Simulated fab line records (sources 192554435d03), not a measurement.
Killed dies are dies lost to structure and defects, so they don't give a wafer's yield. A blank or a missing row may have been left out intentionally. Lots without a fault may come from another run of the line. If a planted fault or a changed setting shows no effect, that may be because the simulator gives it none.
Chamber matching | flow n5-finfet | rie-diel-03 running N5_BEOL_M1_STRIP_36: 4 sister chambers
The step strips in N2/H2. 8 wafers are shown with their chamber, then 8 later ones without.

== EACH WAFER AND ITS CHAMBER ==
wafer  | chamber | drypump-motor-current-A (A) | throttle-valve-pct (%)
L078.6 | 2       | 6.0                         | 23.4
L079.3 | 0       | 5.3                         | 23.8
L082.3 | 1       | 5.9                         | 23.6
L082.6 | 3       | 6.5                         | 23.2
L083.1 | 3       | 6.5                         | 23.2
L083.2 | 2       | 6.0                         | 23.4
L083.3 | 1       | 5.9                         | 23.6
L083.4 | 0       | 5.2                         | 23.7

== WAFERS MISSING THEIR CHAMBER ==
wafer  | drypump-motor-current-A (A) | throttle-valve-pct (%)
L083.5 | 6.5                         | 23.2
L083.6 | 5.2                         | 23.8
L084.1 | 6.4                         | 23.2
L084.3 | 5.9                         | 23.6
L084.5 | 6.5                         | 23.2
L094.1 | 5.2                         | 23.3
L094.3 | 5.9                         | 23.6
L094.4 | 6.4                         | 23.2

== THE CHAMBER EACH PASSED THROUGH ==
wafer  | from the rows above | in truth
L083.5 | 3                   | 3
L083.6 | 0                   | 0
L084.1 | 3                   | 3
L084.3 | 1                   | 1
L084.5 | 3                   | 3
L094.1 | 0                   | 0
L094.3 | 1                   | 1
L094.4 | 3                   | 3
Placed correctly: 8 of 8. Number that these rows cannot place: 0. Placed wrongly: 0.
How it was worked out, from the rows above alone: a wafer's distance from a chamber is the root of the sum, over the readings, of the square of ((its reading less the chamber's mean) divided by the reading's scatter). If the next closest chamber is less than 2 further off than the closest, the wafer can't be placed; otherwise it belongs to the closest. The mean given for a chamber averages the wafers shown for that chamber. The scatter is the square root of a quotient: the sum, over the shown wafers, of each reading's squared deviation from its chamber's mean, divided by wafers minus chambers.
